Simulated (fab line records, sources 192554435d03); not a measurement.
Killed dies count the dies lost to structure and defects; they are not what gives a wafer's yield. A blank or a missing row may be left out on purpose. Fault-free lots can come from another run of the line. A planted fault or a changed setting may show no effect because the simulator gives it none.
Matching of chambers -- flow n5Finfet -- N5_MOL_CONTACT_COAG_ETCH_90 on rieDiel-02 has 4 sister chambers
The step etches SiARC in CF4, target depth 13 nm, time 21.7 s. 4 wafers are shown with their chamber, then 7 later ones without.

## EACH WAFER AND ITS CHAMBER
wafer,chamber,drypumpMotorCurrentA (A)
L078.3,1,5.5
L078.6,2,5.0
L080.4,3,5.8
L083.5,0,5.3

## WAFERS WITH NO CHAMBER GIVEN
wafer,drypumpMotorCurrentA (A)
L083.6,5.6
L084.3,5.7
L084.4,5.0
L084.5,5.0
L091.1,5.7
L091.3,5.0
L091.4,5.3

## CHAMBER TAKEN BY EACH
wafer,from the rows above,in truth
L083.6,can't be placed: 1 or 3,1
L084.3,can't be placed: 3 or 1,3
L084.4,2,2
L084.5,2,2
L091.1,can't be placed: 3 or 1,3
L091.3,2,2
L091.4,0,0
Correct placement for 4 of the 7. From these rows, 3 cannot be placed; in 3 the true chamber is one of the candidates. Placed wrongly: 0.
How it was worked out, from the rows above alone: a wafer's distance from a chamber is the root of the sum, over the readings, of the square of ((its reading less the chamber's mean) divided by the reading's scatter). If the next closest chamber is less than 2 further off than the closest, the wafer can't be placed; otherwise it belongs to the closest. The mean given for a chamber averages the wafers shown for that chamber. The scatter (one wafer shown for each chamber): square how far every hidden wafer sits from the nearest shown wafer, average those squares and take the square root.
